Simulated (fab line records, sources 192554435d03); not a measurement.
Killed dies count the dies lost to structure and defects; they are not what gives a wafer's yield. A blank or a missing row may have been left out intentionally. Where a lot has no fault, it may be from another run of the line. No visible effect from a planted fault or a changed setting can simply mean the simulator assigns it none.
Comparing a struck lot with a sound one    flow n5Finfet    36 steps out of a route of 1938
Sound: wafers L474.3, L474.4, L474.6. Wafers struck: L466.2, L466.4, L466.5. The cause is named last.
Order at every step that has rows: each side's tool, ch and its chambers, its first start. Under that, the readings that differ: sound wafers    struck wafers    difference of the means    sigmas: that difference in standard deviations of wafers without a fault.
alike: a reading whose means differ by less than 2 such deviations, as well as words and numbers matching on both sides. not compared: withheld readings; readings where some wafer has no value; bounds like >300 that might hide an equal value; numbers whose values overlap and for which the record gives no deviation.
Wherever a step has rows on one side only, a row that says differs or no value, or a row with sigmas, the two part there. Non-overlapping numbers with no deviation appear without sigmas and do not part them. Lack of a reading on every wafer of one side parts them only where that side has two or more wafers.

first, 9 steps without rows for these wafers: N5_BEOL_M3_DEVELOP_10 (develop time 30 s); N5_BEOL_M3_DESCUM_16 (chemistry O2, time 7 s); N5_BEOL_M3_ETCH_74 (etches underlayer in N2/H2, target depth 6.5 nm, time 5.2 s); N5_BEOL_M3_ETCH_63 (etches SiARC in CF4, target depth 15.6 nm, time 26 s); N5_BEOL_M3_ETCH_64 (etches SOC in N2/H2, target depth 75 nm, overetch 15 nm, time 112.5 s); N5_BEOL_M3_STRIP_65 (strips in N2/H2); N5_BEOL_M3_STRIP_75 (strips in N2/H2); N5_BEOL_M3_STRIP_66 (strips in CF4); N5_BEOL_M3_HM_OPEN_17 (chemistry Cl2/BCl3, target TiN, target depth 20 nm, overetch 6 nm).
N5_BEOL_M3_STRIP_19: strips in O2.
  sound on rieDiel-03 ch 1,2,3, day 11 09:05; struck on rieDiel-03 ch 2,3, day 9 09:38
  no value came back on the struck wafers for any of 7 readings (biasPowerW (W), chamberPressureMTorr (mTorr) and others); on the sound wafers biasPowerW (W) reads 0 0 0
reading                                  sound  struck        difference  sigmas
model.SOC_of_BEOL_M3_COAT_61.thkNm (nm)  0 0 0  52.2 52.2 52  +52.1       
  not compared: rfHoursCounterH
then, 14 steps without rows for these wafers: N5_BEOL_M3_COAT_67 (time 60 s, resist thk 60 nm); N5_BEOL_M3_COAT_68 (time 60 s, resist thk 12 nm); N5_BEOL_M3_COAT_76 (time 60 s, resist thk 5 nm); N5_BEOL_M3_COAT_22 (resist thk 30 nm); N5_BEOL_M3_EBR_24; N5_BEOL_M3_SOFTBAKE_23 (time 60 s); N5_BEOL_M3_EXPOSE_25 (exposes mask V2, defocus 5 nm); N5_BEOL_M3_PEB_26 (peb time 60 s); N5_BEOL_M3_DEVELOP_27 (develop time 30 s); N5_BEOL_M3_DESCUM_33 (chemistry O2, time 7 s); N5_BEOL_M3_ETCH_77 (etches underlayer in N2/H2, target depth 6.5 nm, time 5.2 s); N5_BEOL_M3_ETCH_69 (etches SiARC in CF4, target depth 15.6 nm, time 26 s); N5_BEOL_M3_ALD_98 (deposits SiO2, target thk 2.5 nm, pulse time 1 s, co reactant pulse time 1 s); N5_BEOL_M3_ETCHBACK_99 (etches SiO2 in CHF3, target depth 5 nm, time 10.4 s).
N5_BEOL_M3_ETCH_70: etches SOC in N2/H2, target depth 80 nm, overetch 16 nm, time 120 s.
  sound on rieDiel-06 ch 0,1, day 11 22:41; struck on rieDiel-05 ch 1,3, day 9 15:02
reading                  sound              struck             difference  sigmas
oesProductAu (a.u.)      0.56 0.59 0.56     0.92 0.77 0.92     +0.30       +7
model.etch.depthNm (nm)  60.06 59.94 59.97  97.38 95.91 96.83  +36.72      
  alike: drypumpMotorCurrentA, n2FlowSccm, rfVppV, showerheadPlenumPTorr, throttleValvePct
  not compared: rfHoursCounterH
then, 6 steps without rows for these wafers: N5_BEOL_M3_STRIP_71 (strips in N2/H2); N5_BEOL_M3_STRIP_78 (strips in N2/H2); N5_BEOL_M3_VIA_ETCH_34 (etches the open film in C4F6/O2, target depth 69.4 nm, time 65.9 s); N5_BEOL_M3_STRIP_83 (strips in C4F6/O2); N5_BEOL_M3_STRIP_36 (strips in N2/H2); N5_BEOL_M3_TRENCH_ETCH_37 (etches SiOC in C4F6/O2, target depth 55.555 nm, time 29.2 s).
N5_BEOL_M3_ETCH_41: etches SiCN in CH3F/O2, target depth 29.9 nm, time 52.5 s.
  sound: rieDiel-06 ch 0,1; struck: rieDiel-05 ch 1,3
reading                                  sound  struck          difference  sigmas
model.SOC_of_BEOL_M3_COAT_61.thkNm (nm)  0 0 0  35.6 35.8 35.6  +35.7       
  alike: CH3F_flow_sccm, drypumpMotorCurrentA, oesProductAu, rfVppV, showerheadPlenumPTorr, throttleValvePct
  not compared: rfHoursCounterH
then, 2 steps without rows for these wafers: N5_BEOL_M3_STRIP_97 (strips in N2/H2, time 10 s); N5_BEOL_M3_HM_STRIP_39 (strips TiN in peroxide tin strip, target depth 25 nm, time 158 s).
N5_BEOL_M4_RC_MEAS_101:
  the record has rows for the sound wafers here (prober-01 ch 0, day 12 16:32) and none for the struck ones
-- a jump in the record: the struck wafers' starts before and after are 5 days apart (it breaks off in module BEOL_M4 and resumes in module PASSIVATION, where the first step shown is number 1936 of the route) --
N5_PASSIVATION_PROBE_49:
  record: rows for the struck wafers here (prober-01, day 15 00:35), none for the sound ones

WHERE THEY PART
Last at N5_PASSIVATION_PROBE_49 as far as this record goes, first at N5_BEOL_M3_STRIP_19.

WHY: the cause the simulator had injected
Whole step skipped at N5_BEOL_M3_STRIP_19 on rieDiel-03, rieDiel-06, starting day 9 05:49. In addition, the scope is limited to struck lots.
